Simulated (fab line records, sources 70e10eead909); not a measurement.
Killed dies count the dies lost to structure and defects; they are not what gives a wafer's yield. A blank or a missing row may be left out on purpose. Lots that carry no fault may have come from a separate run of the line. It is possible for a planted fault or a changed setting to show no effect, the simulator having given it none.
Comparing a struck lot with a sound one -- flow nand_harc -- 15 steps out of a route of 1159
Sound: the wafers L848.2, L848.3, L848.6. Struck: wafers L855.2, L855.4, L855.5. The cause is given at the end.
Order at every step that has rows: each side's tool, ch and its chambers, its first start. Under that, the readings that differ: sound wafers -- struck wafers -- difference of the means -- sigmas: that difference in standard deviations of wafers without a fault.
alike: readings whose means differ by less than 2 such deviations, and words and numbers that are the same on both sides. not compared: withheld readings, readings that some wafer has no value for, bounds like >300 that may hide the same value, and numbers for which the record gives no deviation and whose values overlap.
A row with sigmas, a row that says differs or no value, or rows on one side alone: a step with any of these is where the two part. When numbers do not overlap yet have no deviation, they are printed without sigmas and do not part them. A reading that every wafer of one side lacks parts them only if that side has two wafers or more.

first, 8 steps without rows for these wafers: NHARC_THIN_TSV_DEHYDRATE_25 (time 120 s); NHARC_THIN_TSV_HMDS_26 (time 30 s); NHARC_THIN_TSV_COAT_27; NHARC_THIN_TSV_SOFTBAKE_28 (time 95 s); NHARC_THIN_TSV_EBR_29; NHARC_THIN_TSV_EXPOSE_30 (exposes mask PAD); NHARC_THIN_TSV_PEB_31 (peb time 85 s); NHARC_THIN_TSV_DEVELOP_32 (time 70 s).
NHARC_THIN_TSV_CD_MEAS_33: target cd 5000 nm.
  sound on cd_sem-01 ch 0, day 21 11:11; struck on cd_sem-03 ch 0, day 24 04:47
  alike: cd_nm
then, 1 step without rows for these wafers: NHARC_THIN_TSV_HARDBAKE_34 (time 80 s).
NHARC_THIN_TSV_DESCUM_35: chemistry O2, time 3 s.
  sound on rie_diel-10 ch 0,1,3, day 21 11:22; struck on rie_diel-08 ch 0,2,3, day 24 04:59
  alike: drypump_motor_current_A, oes_product_au, rf_vpp_V, showerhead_plenum_p_Torr, throttle_valve_pct
  not compared: rf_hours_counter_h
NHARC_THIN_TSV_ETCH_59: etches the open film in Cl2/BCl3, target depth 880 nm, time 138.1 s.
  sound on rie_metal-02 ch 0, day 21 11:29; struck on rie_metal-03 ch 0,1, day 24 05:05
reading,sound,struck,difference,sigmas
drypump_motor_current_A (A),5.5 5.5 5.5,6.8 6.8 6.0,+1.0,+2
  alike: oes_product_au, throttle_valve_pct
  not compared: rf_hours_counter_h
NHARC_THIN_TSV_ETCH_36: etches the open film in Cl2/BCl3, target depth 65 nm, time 18.571 s.
  sound on rie_metal-02 ch 0,1, day 21 11:44; struck on rie_metal-03 ch 0,1, day 24 05:20
reading,sound,struck,difference,sigmas
drypump_motor_current_A (A),5.5 5.4 5.4,6.8 6.0 6.8,+1.1,+2
oes_product_au (a.u.),1.007 0.996 1.003,0.842 0.831 0.824,-0.170,-24
  not compared: rf_hours_counter_h
NHARC_THIN_TSV_STRIP_56: strips in O2.
  sound on plasma_asher-01 ch 0, day 21 12:06; struck on plasma_asher-02 ch 0,1, day 24 05:26
reading,sound,struck,difference,sigmas
heater_power_w (W),343 344 350,298 297 299,-48,-3
  alike: drypump_motor_current_A
  not compared: rf_hours_counter_h
following that, these wafers have no rows for 1 step: NHARC_END_SORT_01.

## WHERE THEY PART
Last at NHARC_THIN_TSV_STRIP_56 as far as this record goes, first at NHARC_THIN_TSV_ETCH_59.

WHY: what the simulator had put in
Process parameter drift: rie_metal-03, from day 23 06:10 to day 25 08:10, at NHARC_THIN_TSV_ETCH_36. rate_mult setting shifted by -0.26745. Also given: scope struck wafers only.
